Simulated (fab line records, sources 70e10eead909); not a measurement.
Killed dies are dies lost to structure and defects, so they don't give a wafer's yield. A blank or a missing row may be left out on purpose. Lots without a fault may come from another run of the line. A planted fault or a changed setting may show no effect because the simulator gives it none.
One fault seen from 2 desks | flow nand_harc | each desk has only its own numbers; what lay behind them comes last

THE TOOL OWNER'S DESK: pecvd_onon-04
The tool's own readings at NHARC_A_ONON_D1_DEP_16 (target thk 1000 nm): means of the sampled wafers that have a number, for each lot that ran on this tool. A lot is out of limits, marked OUT, if its mean lies more than 4 standard deviations from the usual mean; the brackets give that distance.
Columns: A = n2_flow_sccm at NHARC_A_ONON_D1_DEP_16, usual 2750 sccm; B = n2o_flow_sccm at NHARC_A_ONON_D1_DEP_16, usual 2001 sccm; C = nh3_flow_sccm at NHARC_A_ONON_D1_DEP_16, usual 500.2 sccm
lot  | first seen here | A    | B    | C
L895 | day 7 18:18     | 2751 | 1998 | 500.4
L898 | day 8 07:19     | 2748 | 2005 | 499.9
L900 | day 8 17:09     | 2750 | 1999 | 501.1
L901 | day 9 10:35     | 2747 | 2001 | 499.4
L912 | day 12 01:59    | 2754 | 1994 | 501.3
L913 | day 12 06:37    | 2753 | 1998 | 499.3
This desk's finding: nothing out of limits on any of the 6 lots.

THE METROLOGY DESK
What the gauges read, lot by lot, whatever tool the lot ran on: means of the sampled wafers that have a number. A lot is out of limits, marked OUT, if its mean lies more than 4 standard deviations from the usual mean; the brackets give that distance.
Columns: A = thk_nm at NHARC_A_ONON_D1_THK_MEAS_18, usual 1002 nm
lot  | first seen here | A
L895 | day 7 18:49     | 989
L896 | day 8 07:41     | 986
L897 | day 8 07:41     | 994
L898 | day 8 07:42     | 1009
L899 | day 8 17:35     | 1008
L900 | day 8 17:36     | 1027
L902 | day 9 11:05     | 993
L901 | day 9 11:05     | 1006
L903 | day 9 22:51     | 1004
L904 | day 10 14:44    | 1015
L905 | day 11 03:14    | 1021
L906 | day 11 03:24    | 1005
L912 | day 12 02:30    | 693 (-24) OUT
L913 | day 12 07:04    | 839 (-13) OUT
This desk's finding: out of limits on L912, L913; first on L912, day 12 02:30 (thk_nm at NHARC_A_ONON_D1_THK_MEAS_18). In limits: L895, L896, L897, L898, L899, L900, L902, L901, L903, L904, L905, L906.

PUT TOGETHER
The metrology desk could have raised an alarm at day 12 02:30, on L912, L913.
The tool owner's desk saw nothing out of limits.
The tool owner's desk has L912, L913 on record, within its limits.
Of the lots named, all ran NHARC_A_ONON_D1_DEP_16 on pecvd_onon-04.

WHAT THE SIMULATOR HAD PUT IN
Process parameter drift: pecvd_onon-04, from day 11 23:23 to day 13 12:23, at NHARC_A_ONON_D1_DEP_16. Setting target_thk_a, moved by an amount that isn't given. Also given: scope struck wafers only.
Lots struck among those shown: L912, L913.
Hours from the fault's start to each desk's first reading out of limits: the metrology desk, 3.
